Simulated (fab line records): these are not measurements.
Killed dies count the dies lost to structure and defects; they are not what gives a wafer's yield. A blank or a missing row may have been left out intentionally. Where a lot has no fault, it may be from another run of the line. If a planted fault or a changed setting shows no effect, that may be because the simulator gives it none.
Chamber matching / flow n5 finfet / 3 sister chambers for N5_BEOL_M0_SAQP_ILD_DEP_01 on pecvd-03
The step deposits SiOC from DEMS/O2, target thk 45.419 nm, time 8.7 s. 6 wafers are shown with their chamber, then 7 later ones without.

== WAFERS, EACH WITH ITS CHAMBER ==
wafer=L081.5; chamber=1; throttle valve pct (%)=12.5; heater power outer w (W)=282
wafer=L095.2; chamber=2; throttle valve pct (%)=12.4; heater power outer w (W)=262
wafer=L095.5; chamber=0; throttle valve pct (%)=12.6; heater power outer w (W)=230
wafer=L095.6; chamber=2; throttle valve pct (%)=12.3; heater power outer w (W)=265
wafer=L094.3; chamber=0; throttle valve pct (%)=12.5; heater power outer w (W)=241
wafer=L094.4; chamber=1; throttle valve pct (%)=12.4; heater power outer w (W)=287

== WAFERS WITH NO CHAMBER GIVEN ==
wafer=L094.5; throttle valve pct (%)=12.1; heater power outer w (W)=277
wafer=L090.1; throttle valve pct (%)=12.3; heater power outer w (W)=331
wafer=L090.3; throttle valve pct (%)=12.1; heater power outer w (W)=261
wafer=L090.6; throttle valve pct (%)=12.4; heater power outer w (W)=208
wafer=L087.1; throttle valve pct (%)=12.6; heater power outer w (W)=248
wafer=L087.2; throttle valve pct (%)=12.2; heater power outer w (W)=320
wafer=L087.3; throttle valve pct (%)=12.4; heater power outer w (W)=275

== WHICH CHAMBER EACH ONE RAN IN ==
wafer=L094.5; from the rows above=can't be placed: 2 or 1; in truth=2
wafer=L090.1; from the rows above=1; in truth=1
wafer=L090.3; from the rows above=2; in truth=2
wafer=L090.6; from the rows above=0; in truth=0
wafer=L087.1; from the rows above=0; in truth=0
wafer=L087.2; from the rows above=1; in truth=1
wafer=L087.3; from the rows above=can't be placed: 1 or 2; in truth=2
Placed correctly: 5 of 7. Unplaceable from these rows: 2, with the true chamber sitting among the candidates in 2. Placed wrongly: 0.
How it was worked out, from the rows above alone: a wafer's distance from a chamber is the root of the sum, over the readings, of the square of ((its reading less the chamber's mean) divided by the reading's scatter). The wafer belongs to the nearest chamber; if the next one is less than 2 further off, it can't be placed. For every chamber, the mean is computed from those of its wafers that are shown. How the scatter is found: for the shown wafers, subtract from each reading the mean of its chamber, square and add these, divide the total by (wafers less chambers), then take the root.
